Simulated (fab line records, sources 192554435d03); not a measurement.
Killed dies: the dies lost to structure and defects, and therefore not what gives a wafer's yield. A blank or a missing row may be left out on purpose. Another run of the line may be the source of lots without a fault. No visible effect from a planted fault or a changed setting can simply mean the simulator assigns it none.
Which of the tools did it? | flow n5 finfet | 30 wafers from 10 lots sampled at 5 of the route's 1938 steps

== WHAT THE GAUGES READ, wafer by wafer ==
N5_BEOL_M0_SAQP_CD_MEAS_40: target cd 30 nm. Usual: cd nm 30.03 nm, standard deviation 0.25.
lot  | measured     | on        | cd nm (nm)        | flag
L894 | day 5 19:56  | cd sem-02 | 30.09 29.91 29.93 |
L895 | day 6 06:47  | cd sem-03 | 29.80 29.94 29.88 |
L898 | day 6 23:27  | cd sem-02 | 30.07 30.03 29.76 |
L903 | day 8 09:18  | cd sem-03 | 30.38 29.98 30.00 |
L904 | day 8 18:28  | cd sem-02 | 30.29 30.51 30.21 |
L912 | day 10 12:26 | cd sem-01 | 30.44 30.27 30.18 |
L913 | day 10 15:08 | cd sem-01 | 30.00 30.44 30.35 |
L914 | day 10 21:58 | cd sem-01 | 29.58 30.20 30.21 |
L915 | day 11 04:22 | cd sem-03 | 29.92 29.84 30.01 |
L916 | day 11 13:04 | cd sem-02 | 30.27 29.98 29.54 |

N5_BEOL_M0_CUTY_OVL_MEAS_58. Usual: M0_ABLK_OVL typically reads 0.7 nm, with standard deviation 0.91.
lot  | measured     | on         | M0_ABLK_OVL (nm) | flag
L894 | day 5 21:16  | overlay-01 | 2.3 1.3 2.0      |
L895 | day 6 08:15  | overlay-02 | 0.5 1.2 1.8      |
L898 | day 7 00:50  | overlay-02 | -0.6 -0.1 -0.2   |
L912 | day 10 14:00 | overlay-01 | -0.7 -0.2 -0.6   |
L913 | day 10 16:28 | overlay-02 | 0.0 -0.5 0.9     |
L914 | day 10 23:26 | overlay-02 | 0.1 -0.3 -0.4    |
L915 | day 11 06:34 | overlay-01 | 0.9 1.0 0.6      |
L916 | day 11 14:45 | overlay-02 | -0.8 0.8 0.9     |

N5_BEOL_M4_RC_MEAS_101. Usual: DIBL_N 35.8 mV/V, standard deviation 1.6; DIBL_P 36.0 mV/V, standard deviation 2.1; IOFF_N 0.153 nA/um, standard deviation 0.026; IOFF_P 0.21 nA/um, standard deviation 0.037; ION_N 673 uA/um, standard deviation 11; ION_P 462 uA/um, standard deviation 7.6; SS_N 71.4 mV/dec, standard deviation 0.53; SS_P 73.2 mV/dec, standard deviation 0.67; VT_N 250 mV, standard deviation 3.2; VT_P -250 mV, standard deviation 3.7.
lot  | measured     | on        | DIBL_N (mV/V)  | DIBL_P (mV/V)  | IOFF_N (nA/um)    | IOFF_P (nA/um) | ION_N (uA/um) | ION_P (uA/um) | SS_N (mV/dec)  | SS_P (mV/dec)  | VT_N (mV)   | VT_P (mV)      | flag
L894 | day 8 09:25  | prober-02 | 35.3 37.4 35.5 | 36.1 37.9 35.7 | 0.139 0.165 0.137 | 0.18 0.20 0.18 | 670 675 673   | 453 460 456   | 71.1 71.7 71.6 | 73.2 73.4 72.4 | 252 250 253 | -255 -250 -252 |
L895 | day 8 23:57  | prober-01 | 36.7 37.7 35.7 | 38.9 40.2 37.7 | 0.176 0.201 0.146 | 0.28 0.32 0.26 | 693 682 673   | 472 477 470   | 71.4 72.1 71.0 | 74.1 74.1 73.2 | 250 246 252 | -243 -240 -244 |
L898 | day 9 06:33  | prober-02 | 34.5 33.6 33.7 | 35.5 34.5 34.1 | 0.142 0.126 0.124 | 0.20 0.17 0.17 | 675 665 670   | 468 452 447   | 71.3 71.1 71.2 | 72.8 72.9 72.5 | 251 250 252 | -250 -254 -252 |
L912 | day 13 01:37 | prober-01 | 36.5 37.5 34.7 | 36.6 37.0 35.0 | 0.159 0.174 0.136 | 0.20 0.21 0.18 | 669 680 661   | 459 464 460   | 71.4 72.2 70.6 | 73.7 73.4 72.9 | 253 250 253 | -251 -249 -254 |
L913 | day 12 21:25 | prober-02 | 33.9 35.2 35.8 | 35.1 36.3 37.1 | 0.134 0.168 0.181 | 0.19 0.23 0.23 | 659 673 680   | 463 466 460   | 70.9 71.8 72.2 | 73.0 73.2 73.5 | 254 248 249 | -250 -246 -246 |
L914 | day 13 14:24 | prober-02 | 37.5 38.3 38.3 | 38.2 39.0 38.8 | 0.156 0.157 0.167 | 0.21 0.24 0.22 | 668 672 674   | 458 469 458   | 71.6 71.8 71.5 | 73.6 74.3 73.8 | 251 252 248 | -251 -250 -249 |
L915 | day 13 14:36 | prober-01 | 33.2 34.2 37.3 | 32.0 32.8 37.4 | 0.110 0.118 0.188 | 0.15 0.15 0.24 | 664 667 685   | 457 458 467   | 70.9 71.0 71.0 | 71.6 72.4 73.3 | 256 253 246 | -254 -256 -250 |
L916 | day 13 18:08 | prober-01 | 38.3 34.6 35.0 | 36.3 32.5 33.8 | 0.182 0.124 0.136 | 0.21 0.17 0.18 | 675 668 665   | 454 456 461   | 71.5 71.3 71.1 | 73.9 72.6 73.1 | 248 254 249 | -251 -253 -253 |

== WHAT TOOL EACH LOT RAN ON (gives the tool, then ch and the chambers of the sampled wafers, and finally the start) ==
lot  | N5_BEOL_M0_SAQP_MANDREL_ETCH_103 | N5_BEOL_M0_SAQP_ALD_48
L894 | rie si-06 ch 2,3, day 5 18:03    | ald sin-03 ch 0,3, day 5 20:20
L895 | rie si-04 ch 0,1,3, day 6 04:25  | ald sin-02 ch 0,2, day 6 07:12
L898 | rie si-01 ch 0,2,3, day 6 21:23  | ald sin-02 ch 0,1, day 6 23:55
L903 | rie si-04 ch 0,3, day 8 07:17    | ald sin-03 ch 0,3, day 8 10:36
L904 | rie si-06 ch 1,2, day 8 12:13    | ald sin-02 ch 0,1,2, day 8 18:52
L912 | rie si-04 ch 1,2,3, day 10 10:06 | ald sin-02 ch 0,2, day 10 12:57
L913 | rie si-04 ch 2,3, day 10 13:08   | ald sin-04 ch 1,2, day 10 15:33
L914 | rie si-01 ch 0,2,3, day 10 19:58 | ald sin-03 ch 0,2,3, day 10 22:23
L915 | rie si-01 ch 1,2,3, day 11 02:07 | ald sin-03 ch 1,2, day 11 05:30
L916 | rie si-04 ch 0,2,3, day 11 10:45 | ald sin-02 ch 1,3, day 11 13:31
- N5_BEOL_M0_SAQP_MANDREL_ETCH_103: etches a-Si in HBr/Cl2, stops on SiCN, target depth 45 nm, bt time 10 s, time 27 s.
- N5_BEOL_M0_SAQP_ALD_48: deposits SiO2, target thk 20 nm, pulse time 1 s, co reactant pulse time 1 s.

== WHAT THE TOOLS THEMSELVES READ (means of the sampled wafers that have a number; where no wafer has one, the mark that the record gives instead) ==
N5_BEOL_M0_SAQP_MANDREL_ETCH_103. Usual: drypump motor current A 5.7 A, standard deviation 0.5; oes product au 0.680 a.u., standard deviation 0.01; throttle valve pct 35.4 %, standard deviation 0.35.
lot  | tool      | drypump motor current A (A) | oes product au (a.u.) | throttle valve pct (%) | flag
L894 | rie si-06 | 5.8                         | 0.669                 | 35.4                   |
L895 | rie si-04 | 5.2                         | 0.680                 | 35.5                   |
L898 | rie si-01 | 5.8                         | 0.677                 | 35.5                   |
L903 | rie si-04 | 5.1                         | 0.670                 | 35.7                   |
L904 | rie si-06 | 6.5                         | 0.674                 | 35.5                   |
L912 | rie si-04 | 5.3                         | 0.692                 | 35.3                   |
L913 | rie si-04 | 5.5                         | 0.680                 | 35.7                   |
L914 | rie si-01 | 5.8                         | 0.680                 | 35.4                   |
L915 | rie si-01 | 5.7                         | 0.675                 | 35.3                   |
L916 | rie si-04 | 5.4                         | 0.682                 | 35.6                   |

N5_BEOL_M0_SAQP_ALD_48. Usual: chamber pressure Torr 2.001 Torr, standard deviation 0.004; heater power w 80 W, standard deviation 8.4; precursor pulse height rel 1.000, standard deviation 0.019.
lot  | tool       | chamber pressure Torr (Torr) | heater power w (W) | precursor pulse height rel | flag
L894 | ald sin-03 | 2.000                        | 84                 | 1.013                      |
L895 | ald sin-02 | 1.997                        | 73                 | 0.981                      |
L898 | ald sin-02 | 2.004                        | 80                 | 1.016                      |
L903 | ald sin-03 | -                            | -                  | -                          | OFF
L904 | ald sin-02 | -                            | -                  | -                          | OFF
L912 | ald sin-02 | 2.004                        | 73                 | 0.991                      |
L913 | ald sin-04 | 1.999                        | 87                 | 1.008                      |
L914 | ald sin-03 | 2.000                        | 83                 | 1.003                      |
L915 | ald sin-03 | 2.001                        | 88                 | 0.992                      |
L916 | ald sin-02 | 2.002                        | 82                 | 1.012                      |

== THE ANSWER, worked out from the rows above alone ==
Rule: a lot is off if the mean of its wafers that have a number lies more than 3 standard deviations from the usual mean. A lot without any number at a reading at which 4 lots or more have one is off too. Any other lot the step has rows for is counted as sound. Order of review: gauges by route order, followed by the tools' own readings, for which a lot's mean as printed above is used. The first step at which some lot is off is used, and at that step the reading that is off furthest; a lot without a number counts as furthest.
Off at N5_BEOL_M0_SAQP_ALD_48 (chamber pressure Torr): L903, L904. Without a number there: L903, L904.
If a tool, at that step or one of the process steps before it, ran each lot that is off and ran no sound lot following the first of them, it fits. Of those tried, none fits.

== WHAT THE SIMULATOR HAD PUT IN ==
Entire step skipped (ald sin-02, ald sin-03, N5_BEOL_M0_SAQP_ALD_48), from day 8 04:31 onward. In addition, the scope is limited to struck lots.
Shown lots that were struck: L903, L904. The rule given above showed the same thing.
